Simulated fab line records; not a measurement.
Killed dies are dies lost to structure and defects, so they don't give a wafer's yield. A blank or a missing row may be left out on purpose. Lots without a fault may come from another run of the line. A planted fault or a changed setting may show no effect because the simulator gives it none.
fab line records	flow n5-finfet
record: lots: 24	wafers: 72	last-day: 17
route steps=1938 shown BEOL_M1@810 BEOL_M2@865
lots untouched by any fault: they come from a run of this same line in which no faults occurred
start-h: hours from the record's opening day to when the first of the lot's shown wafers began	wait-h: hours elapsed since this lot's preceding step	" identical to the entry in the row above	L1.1+2: a single row standing in for several wafers	- no value present, or no start provided	* or withheld: withheld	< > ~ a bound
route shown NAME@n: names a module that has steps shown in the file, with the first one's number in the route	usual: mean/standard deviation taken from wafers without a fault	same: alike in all rows	chamber/n: place in a boat	sites: per-site readings	_std_site: their standard deviation	_edge_site: outer sites' mean less inner sites'	radius-mm: for every site, how far away it sits from the centre of the wafer	mask NAME#n: copy n	behind: tool/chamber where the wafer was last shaped	hold: the reason the lot was held/the length of the hold in hours/how it ended	device: names the non-switching transistor (n, p or np)	end of line: the route-end tests of the same wafers	where a step has no rows: the recipe by itself	killed: the dies lost at the first sort to structure and to defects; this is not the yield of the wafer	map: per-die view of a wafer (x killed, . not killed, _ where there is no die)
set.NAME: the setting the step ran with; set.NAME@STEP: the setting that earlier step ran with	model.NAME: the simulator's own value behind a step, which no gauge read
route steps across a sampled set of lots; one table per step, one row per wafer
services: from which hour (start-h, from the record's first day; less than 0 if before it) a tool's chamber was out of use, for how many hours, and why
== steps ==
step: N5_BEOL_M1_PRE_CLEAN_45
recipe: gas: H2/He	time-s: 30	temp-c: 250
usual: heater-power-w: 350/48
lot.wafer	tool	chamber	start-h	wait-h	heater-power-w
L074.1	pvd-sputter-01	-	127.83	0.0	353
L074.2	"	-	"	"	323
L074.3	"	-	"	"	371
L075.1	pvd-sputter-02	-	135.11	0.0	359
L075.2	"	-	"	"	351
L075.4	"	-	"	"	309
L076.1	pvd-sputter-02	-	139.02	0.0	369
L076.2	"	-	"	"	390
L076.4	"	-	"	"	306
L078.1	pvd-sputter-02	-	152.45	0.0	362
L078.2	"	-	"	"	376
L078.3	"	-	"	"	308
L077.1	pvd-sputter-01	-	152.83	0.0	295
L077.5	"	-	"	"	346
L077.6	"	-	"	"	359
L079.1	pvd-sputter-03	-	164.30	0.0	307
L079.2	"	-	"	"	358
L079.3	"	-	"	"	469
L080.2	pvd-sputter-02	-	164.34	0.0	345
L080.5	"	-	"	"	377
L080.6	"	-	"	"	352
L081.1	pvd-sputter-03	-	167.32	0.0	357
L081.2	"	-	"	"	309
L081.6	"	-	"	"	349
L082.2	pvd-sputter-03	-	179.82	0.0	296
L082.5	"	-	"	"	304
L082.6	"	-	"	"	354
L083.1	pvd-sputter-03	-	183.04	0.0	311
L083.3	"	-	"	"	299
L083.5	"	-	"	"	312
L084.1	pvd-sputter-02	-	186.98	0.0	375
L084.3	"	-	"	"	354
L084.6	"	-	"	"	303
L085.3	pvd-sputter-03	-	200.71	0.0	461
L085.4	"	-	"	"	354
L085.5	"	-	"	"	353
L086.2	pvd-sputter-03	-	203.99	0.0	292
L086.5	"	-	"	"	355
L086.6	"	-	"	"	461
L087.3	pvd-sputter-03	-	207.29	0.0	309
L087.5	"	-	"	"	358
L087.6	"	-	"	"	315
L088.1	pvd-sputter-02	-	209.62	0.0	354
L088.3	"	-	"	"	307
L088.4	"	-	"	"	348
L089.1	pvd-sputter-02	-	219.61	0.0	352
L089.3	"	-	"	"	351
L089.6	"	-	"	"	364
L091.1	pvd-sputter-02	-	226.49	0.0	382
L091.5	"	-	"	"	344
L091.6	"	-	"	"	388
L090.1	pvd-sputter-02	-	229.57	0.0	353
L090.3	"	-	"	"	387
L090.5	"	-	"	"	380
L092.1	pvd-sputter-01	-	240.98	0.0	364
L092.2	"	-	"	"	326
L092.3	"	-	"	"	347
L093.1	pvd-sputter-02	-	244.10	0.0	385
L093.2	"	-	"	"	344
L093.4	"	-	"	"	358
L094.2	pvd-sputter-03	-	248.83	0.0	315
L094.4	"	-	"	"	292
L094.6	"	-	"	"	290
L095.1	pvd-sputter-03	-	257.23	0.0	450
L095.4	"	-	"	"	346
L095.6	"	-	"	"	476
L096.2	pvd-sputter-03	-	260.59	0.0	463
L096.4	"	-	"	"	362
L096.6	"	-	"	"	311
L097.3	pvd-sputter-01	-	264.39	0.0	348
L097.4	"	-	"	"	326
L097.5	"	-	"	"	323
step: N5_BEOL_M1_SPUTTER_48
recipe: material: Cu	target-thk-a: 45	temp-c: -20	chamber-pressure-pa: 0.07	power-w: withheld	time-s: 8.29
usual: substrate-temp-c: -20.00/0.1	throttle-valve-pct: 29.9/1
lot.wafer	tool	chamber	start-h	wait-h	substrate-temp-c	throttle-valve-pct
L074.1	pvd-sputter-02	-	130.24	1.6	-20.10	29.2
L074.2	"	-	"	"	-20.07	30.5
L074.3	"	-	"	"	-19.82	31.9
L075.1	pvd-sputter-01	-	135.85	0.2	-20.15	30.1
L075.2	"	-	"	"	-20.07	29.6
L075.4	"	-	"	"	-19.98	30.9
L076.1	pvd-sputter-01	-	139.80	0.1	-19.94	30.5
L076.2	"	-	"	"	-20.08	29.3
L076.4	"	-	"	"	-19.95	30.0
L078.1	pvd-sputter-03	-	153.16	0.2	-19.96	31.2
L078.2	"	-	"	"	-20.20	28.2
L078.3	"	-	"	"	-20.00	29.0
L077.1	pvd-sputter-02	-	153.57	0.1	-19.89	28.8
L077.5	"	-	"	"	-20.09	31.8
L077.6	"	-	"	"	-20.11	28.8
L079.1	pvd-sputter-03	-	164.90	0.2	-20.13	30.0
L079.2	"	-	"	"	-19.91	31.1
L079.3	"	-	"	"	-20.07	28.2
L080.2	pvd-sputter-01	-	165.64	0.7	-20.04	30.6
L080.5	"	-	"	"	-20.06	29.8
L080.6	"	-	"	"	-19.96	29.6
L081.1	pvd-sputter-01	-	167.96	0.1	-20.01	29.9
L081.2	"	-	"	"	-20.01	30.6
L081.6	"	-	"	"	-19.81	30.9
L082.2	pvd-sputter-03	-	180.58	0.1	-20.12	29.8
L082.5	"	-	"	"	-20.04	28.9
L082.6	"	-	"	"	-19.94	30.0
L083.1	pvd-sputter-01	-	183.89	0.2	-19.83	30.0
L083.3	"	-	"	"	-20.03	30.7
L083.5	"	-	"	"	-20.00	30.5
L084.1	pvd-sputter-01	-	189.57	1.9	-20.05	29.6
L084.3	"	-	"	"	-19.88	31.0
L084.6	"	-	"	"	-20.24	29.6
L085.3	pvd-sputter-03	-	201.29	0.1	-20.05	28.2
L085.4	"	-	"	"	-19.96	31.0
L085.5	"	-	"	"	-19.99	28.2
L086.2	pvd-sputter-02	-	204.57	0.2	-19.91	28.6
L086.5	"	-	"	"	-20.02	30.3
L086.6	"	-	"	"	-19.96	31.7
L087.3	pvd-sputter-03	-	207.81	0.1	-19.88	31.3
L087.5	"	-	"	"	-19.91	28.9
L087.6	"	-	"	"	-19.76	29.6
L088.1	pvd-sputter-03	-	210.14	0.1	-19.96	29.7
L088.3	"	-	"	"	-19.87	28.7
L088.4	"	-	"	"	-19.81	31.3
L089.1	pvd-sputter-03	-	220.22	0.1	-20.08	28.5
L089.3	"	-	"	"	-19.96	31.5
L089.6	"	-	"	"	-20.14	28.3
L091.1	pvd-sputter-02	-	227.17	0.2	-19.97	30.6
L091.5	"	-	"	"	-20.06	30.6
L091.6	"	-	"	"	-20.14	31.5
L090.1	pvd-sputter-02	-	230.37	0.2	-20.00	30.6
L090.3	"	-	"	"	-20.02	31.4
L090.5	"	-	"	"	-20.05	30.3
L092.1	pvd-sputter-03	-	242.09	0.7	-20.02	29.8
L092.2	"	-	"	"	-19.89	28.6
L092.3	"	-	"	"	-19.95	28.5
L093.1	pvd-sputter-01	-	245.25	0.2	-19.88	30.6
L093.2	"	-	"	"	-20.13	29.8
L093.4	"	-	"	"	-19.98	29.5
L094.2	pvd-sputter-02	-	249.47	0.1	-20.00	28.6
L094.4	"	-	"	"	-19.85	28.7
L094.6	"	-	"	"	-19.98	28.8
L095.1	pvd-sputter-03	-	258.13	0.1	-19.94	31.3
L095.4	"	-	"	"	-19.98	28.3
L095.6	"	-	"	"	-19.97	28.5
L096.2	pvd-sputter-01	-	261.91	0.2	-19.81	29.9
L096.4	"	-	"	"	-19.97	31.0
L096.6	"	-	"	"	-19.73	29.8
L097.3	pvd-sputter-01	-	265.21	0.2	-20.08	30.6
L097.4	"	-	"	"	-20.08	30.0
L097.5	"	-	"	"	-20.01	30.4
step: N5_BEOL_M1_ANNEAL_80
recipe: temp-c: 400	time-s: 240	ambient: vacuum
usual: heater-power-w: 869/120
lot.wafer	tool	chamber	start-h	wait-h	heater-power-w
L074.1	pvd-sputter-02	-	130.54	0.0	762
L074.2	"	-	"	"	939
L074.3	"	-	"	"	851
L075.1	pvd-sputter-01	-	136.15	0.0	866
L075.2	"	-	"	"	752
L075.4	"	-	"	"	790
L076.1	pvd-sputter-01	-	140.13	0.0	925
L076.2	"	-	"	"	740
L076.4	"	-	"	"	882
L078.1	pvd-sputter-03	-	153.46	0.0	767
L078.2	"	-	"	"	887
L078.3	"	-	"	"	732
L077.1	pvd-sputter-02	-	153.87	0.0	877
L077.5	"	-	"	"	870
L077.6	"	-	"	"	766
L079.1	pvd-sputter-03	-	165.20	0.0	1170
L079.2	"	-	"	"	755
L079.3	"	-	"	"	869
L080.2	pvd-sputter-01	-	165.97	0.0	812
L080.5	"	-	"	"	872
L080.6	"	-	"	"	719
L081.1	pvd-sputter-01	-	168.29	0.0	873
L081.2	"	-	"	"	929
L081.6	"	-	"	"	784
L082.2	pvd-sputter-03	-	180.88	0.0	1162
L082.5	"	-	"	"	722
L082.6	"	-	"	"	1150
L083.1	pvd-sputter-01	-	184.19	0.0	848
L083.3	"	-	"	"	918
L083.5	"	-	"	"	932
L084.1	pvd-sputter-01	-	189.87	0.0	738
L084.3	"	-	"	"	797
L084.6	"	-	"	"	733
L085.3	pvd-sputter-03	-	201.59	0.0	869
L085.4	"	-	"	"	783
L085.5	"	-	"	"	880
L086.2	pvd-sputter-02	-	204.87	0.0	762
L086.5	"	-	"	"	927
L086.6	"	-	"	"	859
L087.3	pvd-sputter-03	-	208.11	0.0	732
L087.5	"	-	"	"	723
L087.6	"	-	"	"	1184
L088.1	pvd-sputter-03	-	210.44	0.0	1162
L088.3	"	-	"	"	737
L088.4	"	-	"	"	777
L089.1	pvd-sputter-03	-	220.52	0.0	741
L089.3	"	-	"	"	783
L089.6	"	-	"	"	893
L091.1	pvd-sputter-02	-	227.47	0.0	930
L091.5	"	-	"	"	977
L091.6	"	-	"	"	862
L090.1	pvd-sputter-02	-	230.67	0.0	944
L090.3	"	-	"	"	854
L090.5	"	-	"	"	949
L092.1	pvd-sputter-03	-	242.39	0.0	1141
L092.2	"	-	"	"	750
L092.3	"	-	"	"	853
L093.1	pvd-sputter-01	-	245.55	0.0	804
L093.2	"	-	"	"	869
L093.4	"	-	"	"	756
L094.2	pvd-sputter-02	-	249.77	0.0	893
L094.4	"	-	"	"	744
L094.6	"	-	"	"	767
L095.1	pvd-sputter-03	-	258.43	0.0	772
L095.4	"	-	"	"	884
L095.6	"	-	"	"	884
L096.2	pvd-sputter-01	-	262.21	0.0	849
L096.4	"	-	"	"	782
L096.6	"	-	"	"	889
L097.3	pvd-sputter-01	-	265.51	0.0	903
L097.4	"	-	"	"	865
L097.5	"	-	"	"	908
step: N5_BEOL_M1_SPUTTER_90
recipe: material: Cu	target-thk-a: 45	temp-c: -20	chamber-pressure-pa: 0.07	power-w: withheld	time-s: 8.29
usual: substrate-temp-c: -20.00/0.1	throttle-valve-pct: 29.9/1.1
lot.wafer	tool	chamber	start-h	wait-h	substrate-temp-c	throttle-valve-pct
L074.1	pvd-sputter-02	-	131.34	0.1	-20.03	29.0
L074.2	"	-	"	"	-20.05	30.5
L074.3	"	-	"	"	-19.93	31.7
L075.1	pvd-sputter-01	-	139.00	0.1	-19.84	30.0
L075.2	"	-	"	"	-20.02	29.5
L075.4	"	-	"	"	-20.12	30.8
L076.1	pvd-sputter-01	-	141.00	0.1	-19.92	30.5
L076.2	"	-	"	"	-19.88	29.3
L076.4	"	-	"	"	-19.90	30.0
L078.1	pvd-sputter-03	-	154.26	0.1	-19.91	31.1
L078.2	"	-	"	"	-20.05	28.2
L078.3	"	-	"	"	-20.04	28.6
L077.1	pvd-sputter-02	-	154.67	0.1	-20.01	29.1
L077.5	"	-	"	"	-19.90	31.5
L077.6	"	-	"	"	-19.76	28.8
L079.1	pvd-sputter-03	-	166.00	0.1	-19.94	29.7
L079.2	"	-	"	"	-20.10	31.3
L079.3	"	-	"	"	-19.96	28.2
L080.2	pvd-sputter-01	-	166.84	0.1	-19.96	30.8
L080.5	"	-	"	"	-20.08	29.9
L080.6	"	-	"	"	-19.99	29.3
L081.1	pvd-sputter-01	-	169.15	0.1	-20.00	29.6
L081.2	"	-	"	"	-19.99	30.7
L081.6	"	-	"	"	-19.95	31.1
L082.2	pvd-sputter-03	-	181.68	0.1	-19.94	29.7
L082.5	"	-	"	"	-19.95	28.2
L082.6	"	-	"	"	-19.86	29.8
L083.1	pvd-sputter-01	-	184.99	0.1	-19.93	29.8
L083.3	"	-	"	"	-19.77	30.3
L083.5	"	-	"	"	-19.99	30.8
L084.1	pvd-sputter-01	-	190.67	0.1	-20.05	29.8
L084.3	"	-	"	"	-20.09	30.9
L084.6	"	-	"	"	-20.10	29.5
L085.3	pvd-sputter-03	-	202.39	0.1	-19.81	28.1
L085.4	"	-	"	"	-19.98	31.0
L085.5	"	-	"	"	-19.95	28.0
L086.2	pvd-sputter-02	-	205.67	0.1	-20.26	29.2
L086.5	"	-	"	"	-20.05	30.5
L086.6	"	-	"	"	-20.06	31.5
L087.3	pvd-sputter-03	-	208.91	0.1	-20.02	31.5
L087.5	"	-	"	"	-19.85	28.6
L087.6	"	-	"	"	-19.98	29.6
L088.1	pvd-sputter-03	-	211.24	0.1	-19.99	29.5
L088.3	"	-	"	"	-19.97	28.9
L088.4	"	-	"	"	-19.94	31.2
L089.1	pvd-sputter-03	-	221.32	0.1	-19.96	28.5
L089.3	"	-	"	"	-19.84	31.3
L089.6	"	-	"	"	-20.04	28.1
L091.1	pvd-sputter-02	-	228.27	0.1	-19.97	30.6
L091.5	"	-	"	"	-19.81	30.5
L091.6	"	-	"	"	-20.20	31.5
L090.1	pvd-sputter-02	-	231.47	0.1	-20.00	30.1
L090.3	"	-	"	"	-19.97	31.7
L090.5	"	-	"	"	-19.98	30.4
L092.1	pvd-sputter-03	-	243.19	0.1	-20.10	29.7
L092.2	"	-	"	"	-20.06	28.8
L092.3	"	-	"	"	-20.17	28.1
L093.1	pvd-sputter-01	-	246.35	0.1	-20.02	30.9
L093.2	"	-	"	"	-20.11	30.1
L093.4	"	-	"	"	-20.02	29.6
L094.2	pvd-sputter-02	-	250.57	0.1	-20.08	28.8
L094.4	"	-	"	"	-20.12	28.9
L094.6	"	-	"	"	-20.05	28.8
L095.1	pvd-sputter-03	-	259.23	0.1	-20.01	31.3
L095.4	"	-	"	"	-20.02	28.1
L095.6	"	-	"	"	-20.08	28.2
L096.2	pvd-sputter-01	-	263.01	0.1	-20.01	29.7
L096.4	"	-	"	"	-20.19	31.0
L096.6	"	-	"	"	-20.03	29.9
L097.3	pvd-sputter-01	-	266.31	0.1	-19.98	30.6
L097.4	"	-	"	"	-20.07	30.0
L097.5	"	-	"	"	-19.99	30.4
step: N5_BEOL_M1_SPUTTER_94
recipe: material: Cu	target-thk-a: 45	temp-c: -20	chamber-pressure-pa: 0.07	power-w: withheld	time-s: 8.29
usual: substrate-temp-c: -19.98/0.1	throttle-valve-pct: 29.9/1
lot.wafer	tool	chamber	start-h	wait-h	substrate-temp-c	throttle-valve-pct
L074.1	pvd-sputter-02	-	131.78	0.1	-20.04	29.0
L074.2	"	-	"	"	-20.00	30.4
L074.3	"	-	"	"	-19.85	31.9
L075.1	pvd-sputter-01	-	139.48	0.1	-19.90	30.0
L075.2	"	-	"	"	-20.21	29.4
L075.4	"	-	"	"	-19.92	30.9
L076.1	pvd-sputter-01	-	141.47	0.1	-19.95	30.6
L076.2	"	-	"	"	-20.17	29.3
L076.4	"	-	"	"	-20.16	30.2
L078.1	pvd-sputter-03	-	154.70	0.1	-19.92	31.3
L078.2	"	-	"	"	-19.98	28.4
L078.3	"	-	"	"	-19.92	28.7
L077.1	pvd-sputter-02	-	155.11	0.1	-20.04	28.7
L077.5	"	-	"	"	-19.93	31.8
L077.6	"	-	"	"	-19.95	28.8
L079.1	pvd-sputter-03	-	166.44	0.1	-19.85	29.9
L079.2	"	-	"	"	-20.07	31.3
L079.3	"	-	"	"	-19.92	28.2
L080.2	pvd-sputter-01	-	167.31	0.1	-19.87	30.8
L080.5	"	-	"	"	-20.03	30.1
L080.6	"	-	"	"	-19.97	29.3
L081.1	pvd-sputter-01	-	169.64	0.1	-19.89	30.1
L081.2	"	-	"	"	-20.15	30.5
L081.6	"	-	"	"	-19.99	30.9
L082.2	pvd-sputter-03	-	182.12	0.1	-20.01	29.7
L082.5	"	-	"	"	-20.14	28.5
L082.6	"	-	"	"	-19.92	29.6
L083.1	pvd-sputter-01	-	185.43	0.1	-19.94	30.2
L083.3	"	-	"	"	-19.94	30.7
L083.5	"	-	"	"	-19.95	30.6
L084.1	pvd-sputter-01	-	191.11	0.1	-20.14	29.5
L084.3	"	-	"	"	-20.00	30.9
L084.6	"	-	"	"	-19.96	29.7
L085.3	pvd-sputter-03	-	202.83	0.1	-19.92	28.4
L085.4	"	-	"	"	-19.91	31.3
L085.5	"	-	"	"	-19.96	28.5
L086.2	pvd-sputter-02	-	206.11	0.1	-19.97	29.0
L086.5	"	-	"	"	-19.86	30.2
L086.6	"	-	"	"	-20.12	32.1
L087.3	pvd-sputter-03	-	209.35	0.1	-19.99	31.2
L087.5	"	-	"	"	-20.04	28.7
L087.6	"	-	"	"	-20.06	29.8
L088.1	pvd-sputter-03	-	211.68	0.1	-19.91	29.8
L088.3	"	-	"	"	-19.87	28.5
L088.4	"	-	"	"	-20.00	31.3
L089.1	pvd-sputter-03	-	221.76	0.1	-20.12	28.8
L089.3	"	-	"	"	-19.99	31.4
L089.6	"	-	"	"	-19.95	28.3
L091.1	pvd-sputter-02	-	228.71	0.1	-19.84	30.5
L091.5	"	-	"	"	-19.93	30.5
L091.6	"	-	"	"	-20.00	31.7
L090.1	pvd-sputter-02	-	231.91	0.1	-20.03	30.3
L090.3	"	-	"	"	-19.80	31.6
L090.5	"	-	"	"	-19.94	30.5
L092.1	pvd-sputter-03	-	243.63	0.1	-19.89	29.7
L092.2	"	-	"	"	-19.85	28.9
L092.3	"	-	"	"	-19.87	28.2
L093.1	pvd-sputter-01	-	246.79	0.1	-19.91	30.6
L093.2	"	-	"	"	-19.95	29.7
L093.4	"	-	"	"	-20.10	29.4
L094.2	pvd-sputter-02	-	251.01	0.1	-19.86	28.8
L094.4	"	-	"	"	-19.94	29.2
L094.6	"	-	"	"	-19.90	28.9
L095.1	pvd-sputter-03	-	259.67	0.1	-19.75	31.5
L095.4	"	-	"	"	-20.00	28.5
L095.6	"	-	"	"	-19.87	28.1
L096.2	pvd-sputter-01	-	263.45	0.1	-19.93	29.9
L096.4	"	-	"	"	-20.00	30.8
L096.6	"	-	"	"	-19.78	29.8
L097.3	pvd-sputter-01	-	266.75	0.1	-20.09	30.8
L097.4	"	-	"	"	-20.06	30.0
L097.5	"	-	"	"	-19.95	30.5
step: N5_BEOL_M2_STRIP_19
recipe: chemistry: O2	power-w: 400	temp-c: 40	pressure-mtorr: 30	rf-frequency-hz: 6e+07	bias-power-w: 0	overash-fraction: 0.2	o2-flow-sccm: 225
usual: drypump-motor-current-A: 5.6/0.52	oes-product-au: 0.80/0.098	rf-vpp-V: 3.7/0.49	showerhead-plenum-p-Torr: 2.10/0.064	temp-c: 40.00/0.11	throttle-valve-pct: 16.64/0.19
lot.wafer	tool	chamber	start-h	wait-h	drypump-motor-current-A	oes-product-au	rf-hours-counter-h	rf-vpp-V	showerhead-plenum-p-Torr	temp-c	throttle-valve-pct
L074.1	rie-diel-04	0	136.19	0.2	5.6	0.70	224	2.9	2.08	40.08	17.08
L074.2	"	3	"	"	5.6	0.74	171	3.9	2.00	39.84	16.43
L074.3	"	1	"	"	5.6	0.71	198	3.6	2.08	39.96	16.65
L075.1	rie-diel-06	3	143.58	0.1	6.8	0.76	158	3.7	2.19	39.96	16.79
L075.2	"	2	"	"	5.4	0.71	248	4.4	2.06	40.06	16.91
L075.4	"	1	"	"	5.3	0.69	216	3.7	2.06	40.01	16.69
L076.1	rie-diel-06	3	144.60	0.1	6.8	0.76	158	3.1	2.19	39.86	16.80
L076.2	"	2	"	"	5.4	0.70	248	3.3	2.06	39.86	16.92
L076.4	"	0	"	"	5.5	0.77	127	3.0	2.19	40.08	16.78
L078.1	rie-diel-01	3	158.03	0.1	5.8	0.92	26	3.6	2.15	40.08	16.57
L078.2	"	0	"	"	5.3	0.99	3	2.9	2.16	39.79	16.79
L078.3	"	1	"	"	4.8	0.93	15	3.5	2.05	39.90	16.27
L077.1	rie-diel-01	0	158.46	0.2	5.3	0.99	3	3.8	2.16	40.04	16.77
L077.5	"	1	"	"	4.9	0.94	-	4.2	2.05	39.76	16.27
L077.6	"	2	"	"	5.5	0.73	-	3.6	2.09	40.09	16.56
L079.1	rie-diel-01	1	169.51	0.1	4.9	0.92	20	3.8	2.05	39.91	16.30
L079.2	"	2	"	"	5.5	0.72	173	3.1	2.09	39.92	16.55
L079.3	"	3	"	"	5.8	0.91	29	3.5	2.15	40.01	16.56
L080.2	rie-diel-01	1	171.44	0.1	4.8	0.92	20	4.5	2.05	40.07	16.29
L080.5	"	1	"	"	4.9	0.91	-	3.3	2.05	40.06	16.29
L080.6	"	2	"	"	5.5	0.72	-	3.8	2.09	40.05	16.56
L081.1	rie-diel-04	3	172.79	0.1	5.6	0.75	186	3.3	1.99	39.81	16.47
L081.2	"	0	"	"	5.6	0.70	239	3.6	2.07	40.10	17.12
L081.6	"	1	"	"	5.6	0.70	-	3.1	2.07	40.01	16.67
L082.2	rie-diel-06	2	184.73	0.2	5.3	0.95	7	3.5	2.06	40.07	16.47
L082.5	"	1	"	"	5.4	0.69	-	3.7	2.06	40.03	16.71
L082.6	"	0	"	"	5.5	0.76	-	3.7	2.18	39.99	16.79
L083.1	rie-diel-01	3	188.39	0.1	5.8	0.89	35	4.6	2.14	39.99	16.59
L083.3	"	2	"	"	5.5	0.72	180	3.8	2.08	40.10	16.54
L083.5	"	1	"	"	4.8	0.91	-	3.8	2.04	39.96	16.28
L084.1	rie-diel-01	2	195.19	0.1	5.5	0.71	183	3.4	2.08	40.13	16.57
L084.3	"	0	"	"	5.4	0.94	17	3.8	2.15	39.94	16.80
L084.6	"	2	"	"	5.5	0.71	-	4.0	2.08	40.31	16.55
L085.3	rie-diel-01	3	207.75	0.1	5.8	0.90	42	4.3	2.14	40.07	16.57
L085.4	"	1	"	"	4.9	0.89	33	3.5	2.04	39.93	16.31
L085.5	"	3	"	"	5.8	0.89	-	4.6	2.14	40.09	16.59
L086.2	rie-diel-04	1	208.52	0.1	5.6	0.69	221	3.1	2.07	40.05	16.70
L086.5	"	3	"	"	5.6	0.73	-	4.4	1.99	40.01	16.48
L086.6	"	2	"	"	6.5	0.93	-	3.9	2.23	40.22	16.55
L087.3	rie-diel-04	1	214.09	0.1	5.6	0.69	225	3.6	2.07	39.96	16.67
L087.5	"	2	"	"	6.5	0.91	-	4.1	2.23	39.98	16.53
L087.6	"	1	"	"	5.6	0.69	-	3.4	2.07	40.04	16.70
L088.1	rie-diel-06	3	214.72	0.1	6.8	0.74	184	4.3	2.18	39.97	16.85
L088.3	"	1	"	"	5.3	0.68	243	2.7	2.05	40.16	16.75
L088.4	"	0	"	"	5.5	0.74	153	4.8	2.18	40.26	16.84
L089.1	rie-diel-06	2	227.21	0.1	5.4	0.90	22	3.9	2.05	40.10	16.49
L089.3	"	0	"	"	5.5	0.74	157	3.3	2.18	39.89	16.85
L089.6	"	2	"	"	5.4	0.90	-	4.3	2.05	39.94	16.49
L091.1	rie-diel-01	2	231.16	0.1	5.5	0.71	196	2.9	2.08	39.83	16.58
L091.5	"	1	"	"	4.8	0.88	-	4.3	2.04	39.92	16.31
L091.6	"	2	"	"	5.5	0.71	-	4.6	2.08	39.96	16.58
L090.1	rie-diel-04	0	234.64	0.1	5.6	0.96	5	4.7	2.07	40.06	16.70
L090.3	"	2	"	"	6.5	0.90	32	3.2	2.22	39.97	16.55
L090.5	"	3	"	"	5.6	0.72	-	3.5	1.99	40.07	16.51
L092.1	rie-diel-01	2	248.64	0.3	5.5	0.70	203	4.4	2.08	40.08	16.58
L092.2	"	1	"	"	4.9	0.87	49	3.8	2.04	40.12	16.35
L092.3	"	3	"	"	5.8	0.84	57	4.2	2.14	40.12	16.60
L093.1	rie-diel-04	3	249.56	0.1	5.6	0.72	217	3.6	1.98	40.05	16.50
L093.2	"	1	"	"	5.6	0.68	237	3.3	2.07	39.87	16.72
L093.4	"	2	"	"	6.5	0.89	37	3.7	2.22	39.99	16.57
L094.2	rie-diel-06	0	253.67	0.1	5.5	0.73	167	3.3	2.17	39.80	16.85
L094.4	"	3	"	"	6.8	0.72	-	3.6	2.18	40.06	16.86
L094.6	"	2	"	"	5.4	0.89	-	3.6	2.05	39.86	16.49
L095.1	rie-diel-01	0	262.37	0.1	5.3	0.90	40	3.9	2.14	39.93	16.85
L095.4	"	2	"	"	5.5	0.70	207	4.7	2.07	40.09	16.59
L095.6	"	3	"	"	5.7	0.85	-	3.8	2.13	40.00	16.62
L096.2	rie-diel-06	2	267.73	0.1	5.4	0.88	37	3.2	2.05	40.00	16.53
L096.4	"	0	"	"	5.5	0.73	-	3.9	2.17	39.89	16.87
L096.6	"	2	"	"	5.4	0.88	-	3.8	2.05	40.06	16.50
L097.3	rie-diel-06	0	271.23	0.3	5.5	0.73	174	3.8	2.17	39.76	16.87
L097.4	"	0	"	"	5.5	0.73	-	3.8	2.17	39.92	16.87
L097.5	"	2	"	"	5.3	0.88	-	3.6	2.04	40.03	16.53
== services ==
tool	chamber	start-h	hours	kind
rie-diel-01	-	104.58	0.5	repair
pvd-sputter-03	-	104.99	1.3	repair
rie-diel-01	1	107.44	-	clean
rie-diel-01	1	107.44	-	consumable-replace:focus-ring
rie-diel-01	1	107.44	16.2	scheduled-down
rie-diel-01	1	107.44	16.2	vent-cycle
pvd-sputter-03	-	111.29	1.9	repair
rie-diel-06	0	118.56	6.0	repair
rie-diel-01	0	128.57	-	clean
rie-diel-01	0	128.57	-	consumable-replace:focus-ring
rie-diel-01	0	128.57	21.9	scheduled-down
rie-diel-01	0	128.57	21.9	vent-cycle
rie-diel-04	2	135.03	-	clean
rie-diel-04	2	135.03	-	consumable-replace:focus-ring
rie-diel-04	2	135.03	-	consumable-replace:showerhead
rie-diel-04	2	135.03	19.1	scheduled-down
rie-diel-04	2	135.03	19.1	vent-cycle
rie-diel-06	2	150.22	-	clean
rie-diel-06	2	150.22	-	consumable-replace:focus-ring
rie-diel-06	2	150.22	14.8	scheduled-down
rie-diel-06	2	150.22	14.8	vent-cycle
rie-diel-04	1	217.32	5.2	repair
rie-diel-06	1	242.35	55.8	repair
rie-diel-04	0	265.68	8.2	repair
== key ==
fault none
